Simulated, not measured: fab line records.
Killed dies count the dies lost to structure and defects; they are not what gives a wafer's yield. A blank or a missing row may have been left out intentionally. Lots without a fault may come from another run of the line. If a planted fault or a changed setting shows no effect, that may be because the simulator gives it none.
The tool behind it: which one? ; flow nand harc ; 24 lots with 72 wafers sampled at 4 steps, on a route of 1302 steps

== WHAT THE GAUGES READ, wafer by wafer ==
NHARC_A_WL_FILL_INSPECT_15. Usual: raw defect count reads 484 (standard deviation 130).
lot;measured;on;raw defect count;flag
L074;day 21 17:54;defect inspect-01;502 592 481;
L076;day 21 23:11;defect inspect-01;349 469 447;
L075;day 22 05:08;defect inspect-01;338 363 348;
L078;day 23 04:43;defect inspect-01;675 563 527;
L080;day 23 17:20;defect inspect-01;342 421 336;
L079;day 23 17:19;defect inspect-02;413 317 395;
L082;day 24 00:08;defect inspect-01;466 404 563;
L077;day 24 03:22;defect inspect-02;538 600 390;
L081;day 24 03:16;defect inspect-01;418 470 358;
L086;day 25 08:50;defect inspect-01;457 342 508;
L085;day 25 15:19;defect inspect-01;374 445 467;
L083;day 25 15:28;defect inspect-01;663 681 666;
L084;day 25 20:47;defect inspect-02;558 562 622;
L087;day 26 17:52;defect inspect-02;365 411 590;
L089;day 27 07:38;defect inspect-01;552 451 444;
L088;day 27 07:47;defect inspect-02;719 484 675;
L091;day 27 21:32;defect inspect-02;503 496 865;
L090;day 28 11:08;defect inspect-01;600 502 634;
L092;day 28 22:13;defect inspect-01;483 478 347;
L093;day 29 16:30;defect inspect-01;481 595 478;
L094;day 30 03:52;defect inspect-02;334 380 736;
L096;day 30 14:47;defect inspect-01;503 452 406;
L095;day 30 14:45;defect inspect-02;361 340 385;
L097;day 31 09:51;defect inspect-01;476 403 537;

NHARC_A_CONTACT_OVL_MEAS_43. Usual: overlay x nm 0.0 nm, standard deviation 0.99; overlay y nm 0.2 nm, standard deviation 0.78.
lot;measured;on;overlay x nm (nm);overlay y nm (nm);flag
L074;day 22 01:20;overlay-01;0.0 0.0 -0.6;0.2 0.6 0.3;
L076;day 22 04:55;overlay-01;1.4 1.8 1.8;0.4 0.9 0.6;
L075;day 22 11:17;overlay-02;-1.8 -2.5 -2.1;0.3 0.1 0.1;
L078;day 23 10:25;overlay-02;2.2 1.5 1.4;1.4 1.0 0.6;
L080;day 24 00:20;overlay-01;-0.6 -0.4 0.0;1.3 1.0 1.3;
L079;day 24 00:11;overlay-01;0.9 1.3 1.1;0.7 1.1 0.9;
L082;day 24 08:19;overlay-02;0.6 0.2 0.5;-0.3 -0.4 -0.5;
L077;day 24 18:03;overlay-02;-0.8 -0.7 -0.6;1.2 1.0 0.8;
L081;day 24 17:35;overlay-01;-1.2 -1.9 -1.6;0.6 1.2 1.0;
L086;day 25 14:29;overlay-02;-0.8 -2.5 -1.4;0.1 0.0 0.2;
L085;day 25 21:04;overlay-02;0.0 0.7 0.4;0.1 0.1 0.0;
L083;day 25 21:10;overlay-01;-0.1 -0.3 -0.5;-0.4 -0.1 -0.7;
L084;day 26 05:25;overlay-01;0.7 0.5 0.7;0.2 -0.2 0.5;
L087;day 26 23:40;overlay-02;-0.3 -0.9 -0.2;0.1 0.7 0.6;
L089;day 27 14:14;overlay-02;-1.0 -0.9 -0.9;-1.1 -0.4 -1.2;
L088;day 27 14:24;overlay-01;0.2 1.0 0.4;1.4 1.6 1.4;
L091;day 28 03:20;overlay-01;0.6 0.7 0.3;-1.1 -0.1 -0.8;
L090;day 28 16:54;overlay-02;0.0 0.1 0.5;-0.3 -0.1 0.4;
L092;day 29 03:58;overlay-02;-0.1 -0.2 0.0;0.4 0.3 -0.2;
L093;day 29 22:12;overlay-02;-0.1 -0.8 -0.6;-0.5 0.1 -0.4;
L094;day 30 09:38;overlay-01;-0.3 0.1 -0.4;-0.9 -1.3 -1.1;
L096;day 30 21:43;overlay-01;1.4 1.3 1.3;-1.3 -1.0 -0.5;
L095;day 30 20:52;overlay-02;0.5 0.0 0.6;-0.3 -0.7 -1.0;
L097;day 31 18:57;overlay-02;-0.8 -0.5 -1.1;0.5 0.7 1.2;

NHARC_A_CONTACT_INSPECT_44. Usual: raw defect count reads 85 (standard deviation 38).
lot;measured;on;raw defect count;flag
L074;day 22 01:22;defect inspect-01;126 139 143;
L076;day 22 04:58;defect inspect-02;142 144 113;
L075;day 22 11:19;defect inspect-02;51 58 59;
L078;day 23 10:27;defect inspect-01;138 148 168;
L080;day 24 00:22;defect inspect-02;96 109 104;
L079;day 24 00:13;defect inspect-02;72 72 64;
L082;day 24 08:21;defect inspect-01;75 73 71;
L077;day 24 18:05;defect inspect-01;65 61 64;
L081;day 24 17:37;defect inspect-01;69 70 74;
L086;day 25 14:31;defect inspect-02;31 43 40;
L085;day 25 21:06;defect inspect-01;96 87 80;
L083;day 25 21:13;defect inspect-01;114 133 132;
L084;day 26 05:28;defect inspect-02;104 146 125;
L087;day 26 23:43;defect inspect-01;122 129 104;
L089;day 27 14:17;defect inspect-02;21 21 27;
L088;day 27 14:26;defect inspect-02;136 173 142;
L091;day 28 03:23;defect inspect-01;63 62 79;
L090;day 28 16:56;defect inspect-02;118 118 121;
L092;day 29 04:01;defect inspect-01;35 31 14;
L093;day 29 22:14;defect inspect-02;71 77 63;
L094;day 30 09:40;defect inspect-02;55 52 57;
L096;day 30 21:44;defect inspect-02;60 73 55;
L095;day 30 20:55;defect inspect-01;44 38 45;
L097;day 31 18:59;defect inspect-01;111 101 90;

== WHICH TOOL RAN EACH LOT (tool, then ch and the chambers of the sampled wafers, then the start) ==
lot;NHARC_A_WL_FILL_ETCHBACK_26
L074;rie si-05 ch 1,2, day 21 16:46
L076;rie si-05 ch 0,2,3, day 21 21:52
L075;rie si-05 ch 1,2,3, day 22 04:00
L078;rie si-04 ch 0,1,2, day 23 03:37
L080;rie si-05 ch 1,2,3, day 23 16:11
L079;rie si-04 ch 0,1,2, day 23 16:11
L082;rie si-04 ch 0,1,2, day 23 23:01
L077;rie si-05 ch 0,1,2, day 24 02:04
L081;rie si-04 ch 1,3, day 24 02:05
L086;rie si-05 ch 0,1,2, day 25 07:34
L085;rie si-03 ch 0,3, day 25 14:04
L083;rie si-04 ch 1,2,3, day 25 14:05
L084;rie si-03 ch 1,2,3, day 25 19:41
L087;rie si-05 ch 1,3, day 26 16:44
L089;rie si-04 ch 0,1,2, day 27 06:31
L088;rie si-05 ch 2,3, day 27 06:32
L091;rie si-03 ch 0,2, day 27 20:23
L090;rie si-04 ch 0,2,3, day 28 10:03
L092;rie si-05 ch 0,1,3, day 28 21:07
L093;rie si-04 ch 0,3, day 29 15:22
L094;rie si-03 ch 0,2,3, day 30 02:44
L096;rie si-04 ch 0,2,3, day 30 13:38
L095;rie si-03 ch 0,1,2, day 30 13:38
L097;rie si-03 ch 2,3, day 31 08:35
- NHARC_A_WL_FILL_ETCHBACK_26: etches the open film in HBr, target depth 52 nm, time 13.3 s.

== WHAT THE TOOLS THEMSELVES READ (means of the sampled wafers that have a number; where no wafer has one, the mark that the record gives instead) ==
NHARC_A_WL_FILL_ETCHBACK_26. Usual: drypump motor current A 6.0 A, standard deviation 0.51; hbr flow sccm 150.0 sccm, standard deviation 0.48; oes product au 1.005 a.u., standard deviation 0.01; throttle valve pct 23.265 %, standard deviation 0.0097.
lot;tool;drypump motor current A (A);hbr flow sccm (sccm);oes product au (a.u.);throttle valve pct (%);flag
L074;rie si-05;6.4;150.2;1.013;23.257;
L076;rie si-05;6.4;150.0;1.005;23.264;
L075;rie si-05;6.3;149.5;1.004;23.265;
L078;rie si-04;6.0;149.8;1.015;23.267;
L080;rie si-05;6.3;149.9;1.004;23.268;
L079;rie si-04;5.9;150.0;1.001;23.279;
L082;rie si-04;5.9;149.7;1.013;23.261;
L077;rie si-05;6.1;150.2;1.003;23.273;
L081;rie si-04;5.8;150.1;1.005;23.281;
L086;rie si-05;6.1;150.0;1.011;23.259;
L085;rie si-03;5.1;149.8;1.003;23.262;
L083;rie si-04;5.8;150.1;1.010;23.266;
L084;rie si-03;5.9;149.9;1.003;23.262;
L087;rie si-05;6.0;149.6;1.004;23.269;
L089;rie si-04;5.9;150.1;1.000;23.272;
L088;rie si-05;6.7;149.0;1.011;23.263;
L091;rie si-03;5.4;149.6;1.003;23.268;
L090;rie si-04;6.1;150.1;1.002;23.267;
L092;rie si-05;6.0;150.0;1.003;23.263;
L093;rie si-04;6.1;150.4;0.995;23.262;
L094;rie si-03;5.4;150.1;1.001;23.258;
L096;rie si-04;6.1;150.0;0.985;23.268;
L095;rie si-03;5.9;150.0;1.007;23.263;
L097;rie si-03;5.3;150.0;1.008;23.259;

== THE ANSWER, worked out from the rows above alone ==
Rule: lot off if the mean of its wafers having a number is beyond 3 standard deviations from the usual mean. Also off: a lot with no number at a reading for which 4 or more lots have one. Any other lot the step has rows for is counted as sound. First the gauges in route order, then the tools' own readings, where a lot's mean is used as printed above. At the first step where some lot is off, the reading lying furthest off is the one used; lots without a number count as furthest.
Nothing can be told from this: no lot is off at any reading shown.

== WHAT THE SIMULATOR PUT IN ==
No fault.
